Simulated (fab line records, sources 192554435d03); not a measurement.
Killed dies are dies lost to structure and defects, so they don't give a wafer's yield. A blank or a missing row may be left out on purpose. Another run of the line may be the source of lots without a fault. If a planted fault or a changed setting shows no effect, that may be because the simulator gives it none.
Which tool is to blame? | flow n5-finfet | Sampling: 11 lots, 31 wafers, 4 of 1938 route steps

## WHAT EACH GAUGE READ, for each wafer
N5_BEOL_M7_THK_MEAS_01.
lot  | measured     | on            | M7_ILD_THK (nm)
L643 | day 9 12:52  | film-metro-02 | 154.2 155.0 155.8
L646 | day 10 02:38 | film-metro-02 | 113.4 114.8
L647 | day 10 10:48 | film-metro-02 | 111.3 156.2
L650 | day 10 22:35 | film-metro-02 | 153.8 152.8 113.6
L653 | day 12 00:25 | film-metro-02 | 153.9 156.4 157.1
L654 | day 12 02:13 | film-metro-01 | 154.1 155.5 156.9
L656 | day 12 11:01 | film-metro-02 | 154.5 155.0 156.8
L659 | day 13 17:48 | film-metro-01 | 154.0 153.3 156.1
L661 | day 13 18:08 | film-metro-02 | 153.9 155.8 155.8
L663 | day 14 18:06 | film-metro-02 | 153.2 155.6 155.8
L664 | day 15 04:25 | film-metro-01 | 151.5 155.3 155.9

## EACH LOT AND THE TOOL THAT RAN IT (in order: tool; ch and the chambers of the sampled wafers; start)
lot  | N5_BEOL_M6_CURE_75            | N5_BEOL_M6_SURFACE_TREAT_79  | N5_BEOL_M7_ILD_DEP_00
L643 | uv-cure-02 ch 1, day 9 05:09  | pvd-sputter-03, day 9 06:19  | pecvd-03 ch 0,1,2, day 9 12:17
L646 | uv-cure-01 ch 2, day 9 19:22  | pvd-sputter-03, day 9 19:59  | pecvd-03 ch 1,2, day 10 02:04
L647 | uv-cure-03 ch 0, day 10 05:44 | pvd-sputter-03, day 10 06:20 | pecvd-03 ch 0, day 10 10:13
L650 | uv-cure-03 ch 1, day 10 19:11 | pvd-sputter-02, day 10 20:47 | pecvd-03 ch 0,1,2, day 10 22:00
L653 | uv-cure-03 ch 2, day 11 18:37 | pvd-sputter-02, day 11 19:38 | pecvd-02 ch 0,1, day 11 23:50
L654 | uv-cure-01 ch 0, day 11 18:44 | pvd-sputter-03, day 11 19:53 | pecvd-01 ch 0,1,2, day 12 01:38
L656 | uv-cure-03 ch 1, day 12 08:05 | pvd-sputter-03, day 12 08:58 | pecvd-01 ch 0,2, day 12 10:26
L659 | uv-cure-01 ch 1, day 13 14:52 | pvd-sputter-01, day 13 15:42 | pecvd-01 ch 0,1, day 13 17:13
L661 | uv-cure-03 ch 2, day 13 14:57 | pvd-sputter-01, day 13 15:47 | pecvd-02 ch 1,2, day 13 17:32
L663 | uv-cure-01 ch 1, day 14 14:50 | pvd-sputter-02, day 14 15:37 | pecvd-01 ch 0,2, day 14 17:31
L664 | uv-cure-01 ch 2, day 15 01:29 | pvd-sputter-02, day 15 02:24 | pecvd-01 ch 0,1,2, day 15 03:51
- N5_BEOL_M6_CURE_75: cures SiCOH lowk, time 120 s.
- N5_BEOL_M6_SURFACE_TREAT_79
- N5_BEOL_M7_ILD_DEP_00: deposits SiCOH lowk from DEMS/porogen, target thk 179.75 nm, time 33.4 s.

## THE ANSWER, worked out from the rows above alone
Rule: the usual values come from the lots themselves. Put in order of their means at a reading, lots are off if they are a third of the lots or fewer, leave a main group of 4 or more, and stand apart from it by a gap of 3 or more times the standard deviation of the main group's means; of several such gaps the widest counts. A main group is skipped when, at the precision printed for the reading in the tables above, its means are all equal. Also off: a lot with no number at a reading for which 4 or more lots have one. The other lots that the step has rows for count as sound.
Off: L646, L647, L650, at N5_BEOL_M7_THK_MEAS_01 (M7_ILD_THK). The main group has a mean of 155.1 nm with a standard deviation of 0.5.
A tool fits if, at a process step before that reading, it ran every lot that is off, and no sound lot after the first of them. Gauges at N5_BEOL_M7_THK_MEAS_01: tried the same way as those tools. One fits: N5_BEOL_M7_ILD_DEP_00 on pecvd-03. A fault onset in the window from L643 (day 9 12:17, its last sound lot) to L646 (day 10 02:04, its first lot off) fits.

## WHAT THE SIMULATOR HAD INSERTED
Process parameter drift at N5_BEOL_M7_ILD_DEP_00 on pecvd-03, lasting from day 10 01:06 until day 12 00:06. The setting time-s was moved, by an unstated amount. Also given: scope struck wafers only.
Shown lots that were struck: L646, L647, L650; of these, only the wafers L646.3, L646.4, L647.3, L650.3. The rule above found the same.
